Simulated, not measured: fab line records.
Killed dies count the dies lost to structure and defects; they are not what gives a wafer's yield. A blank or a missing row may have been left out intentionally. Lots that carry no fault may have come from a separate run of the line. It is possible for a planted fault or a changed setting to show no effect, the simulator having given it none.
Split-lot experiment | flow n5Finfet | 39 wafers read across 7 lots, on a route 1938 steps long

THE SPLIT
At N5_BEOL_M7_ETCH_66 (etches SOC in N2/H2, target depth 80 nm, overetch 16 nm, time 120 s), the setting timeS was moved away from the recipe's 120 s on 12 of the 39 wafers read, by -24.4% to +42.9%. For the rest of the wafers, this setting stayed at what the recipe calls for.

The reading is taken at the split's own step.

THE READING
BEOL_M7.cdNm (the simulator's own value, which no gauge read), in nm, at N5_BEOL_M7_ETCH_66 (etches SOC in N2/H2, target depth 80 nm, overetch 16 nm, time 120 s). The file gives no usual value for it. Average 40.0 nm, standard deviation 0.15 nm, over the 27 wafers here run with the recipe.

wafer  | tool, chamber at the split | timeS as run, s | against the recipe | BEOL_M7.cdNm, nm | against lot-mates on the recipe
L076.1 | rieDiel-03, 3,2            | 120             | recipe             | 40.2             | -
L076.4 | rieDiel-03, 3,2            | 120             | recipe             | 40.2             | -
L076.2 | rieDiel-03, 0,1,1,0        | 120             | recipe             | 40               | -
L076.3 | rieDiel-03, 0,1,1,0        | 120             | recipe             | 40               | -
L076.5 | rieDiel-03, 0,1,1,0        | 120             | recipe             | 40               | -
L076.6 | rieDiel-03, 0,1,1,0        | 120             | recipe             | 40               | -
L080.1 | rieDiel-03, 2,3,3,1        | 120             | recipe             | 40               | -
L080.3 | rieDiel-03, 2,3,3,1        | 120             | recipe             | 40               | -
L080.4 | rieDiel-03, 2,3,3,1        | 120             | recipe             | 40               | -
L080.6 | rieDiel-03, 2,3,3,1        | 120             | recipe             | 40               | -
L080.2 | rieDiel-03, 1              | 120             | recipe             | 39.8             | -
L080.5 | rieDiel-03, 2              | 120             | recipe             | 40.2             | -
L081.1 | rieDiel-03, 0              | 98.04           | -18.3%             | 39.4             | -0.5
L081.2 | rieDiel-03, 3              | 120             | recipe             | 40               | -
L081.3 | rieDiel-03, 2              | 98.04           | -18.3%             | 39.6             | -0.3
L081.6 | rieDiel-03, 2              | 98.04           | -18.3%             | 39.6             | -0.3
L081.4 | rieDiel-03, 1              | 120             | recipe             | 39.8             | -
L081.5 | rieDiel-03, 1              | 120             | recipe             | 39.8             | -
L085.1 | rieDiel-04, 3,1,1          | 171.5           | +42.9%             | 41.2             | +1.0
L085.3 | rieDiel-04, 3,1,1          | 171.5           | +42.9%             | 41.2             | +1.0
L085.4 | rieDiel-04, 3,1,1          | 171.5           | +42.9%             | 41.2             | +1.0
L085.2 | rieDiel-04, 2              | 120             | recipe             | 40.2             | -
L085.5 | rieDiel-04, 2              | 120             | recipe             | 40.4             | -
L085.6 | rieDiel-04, 3              | 120             | recipe             | 40               | -
L091.2 | rieDiel-01, 2,0,0          | 120             | recipe             | 39.8             | -
L091.3 | rieDiel-01, 2,0,0          | 120             | recipe             | 39.8             | -
L091.6 | rieDiel-01, 2,0,0          | 120             | recipe             | 39.8             | -
L093.1 | rieDiel-04, 2              | 90.71           | -24.4%             | 39.4             | -0.6
L093.2 | rieDiel-04, 1,0,0          | 120             | recipe             | 40               | -
L093.4 | rieDiel-04, 1,0,0          | 120             | recipe             | 40               | -
L093.5 | rieDiel-04, 1,0,0          | 120             | recipe             | 40               | -
L093.3 | rieDiel-04, 3              | 90.71           | -24.4%             | 39.4             | -0.6
L093.6 | rieDiel-04, 3              | 90.71           | -24.4%             | 39.4             | -0.6
L097.1 | rieDiel-04, 2              | 167.7           | +39.8%             | 40.6             | +0.7
L097.2 | rieDiel-04, 0              | 167.7           | +39.8%             | 41               | +1.1
L097.3 | rieDiel-04, 3              | 120             | recipe             | 39.8             | -
L097.5 | rieDiel-04, 3              | 120             | recipe             | 39.8             | -
L097.4 | rieDiel-04, 0              | 120             | recipe             | 40               | -
L097.6 | rieDiel-04, 2              | 167.7           | +39.8%             | 41               | +1.1
If several chambers appear in one row, that row covers several wafers at once and the file leaves open which wafer was in which chamber.

THE FIT
A straight line over all 39 wafers: BEOL_M7.cdNm changes by +0.0252 nm for each +1% of timeS; r = +0.95; the points scatter about the line by 0.15 nm.
The same after taking each lot's own level away (the mean of its wafers on the recipe; 39 wafers): +0.0237 nm for each +1%; r = +0.97; scatter 0.11 nm.
According to that fit, moving timeS by its largest amount changes the reading by 1 nm.
Across the lots, their own levels run from 39.80 to 40.20 nm, a range of 2.6 times the standard deviation given above.
Consequently the slope shifts little with the lot-to-lot level, the two slopes agreeing.
Check: for one of the wafers moved furthest among these (+42.9%), held out of the fit, the line's prediction against its lot-mates is +1.03 nm. Against them it came out at +1 nm.

THESE WAFERS: OTHER SPLITS
These wafers also went through other splits before the reading. Each is held against what the fit with the lots' levels taken away leaves over:
other split on the same wafers   | wafers away from the commonest value | r with BEOL_M7.cdNm (lot level and that fit taken away)
N5_FIN_SAQP_HM_DEP_03 targetThkA | 18                                   | +0.10
N5_SD_EPI_N_DESCUM_14 timeS      | 18                                   | -0.01
N5_HKMG_FIN_HK_ALD_01 aldCycles  | 12                                   | +0.07
N5_BEOL_M3_ETCH_64 timeS         | 15                                   | -0.22

THE WHOLE CHAIN: every reading that the file lists as answering this split, in the file's order
step               | what it does                                                        | reading                                                                         | change (the file's fit)                | r (the file's)
N5_BEOL_M7_ETCH_66 | etches SOC in N2/H2, target depth 80 nm, overetch 16 nm, time 120 s | SiARC_of_BEOL_M7_COAT_64.thkNm (the simulator's own value, which no gauge read) | -0.0563 nm for each +1% of the setting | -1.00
N5_BEOL_M7_ETCH_66 | etches SOC in N2/H2, target depth 80 nm, overetch 16 nm, time 120 s | BEOL_M7.cdNm (the simulator's own value, which no gauge read)                   | +0.0238 nm for each +1% of the setting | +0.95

THE FILE'S OWN FIT
BEOL_M7.cdNm changes by +0.0238 nm for each +1% of timeS, r = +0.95.
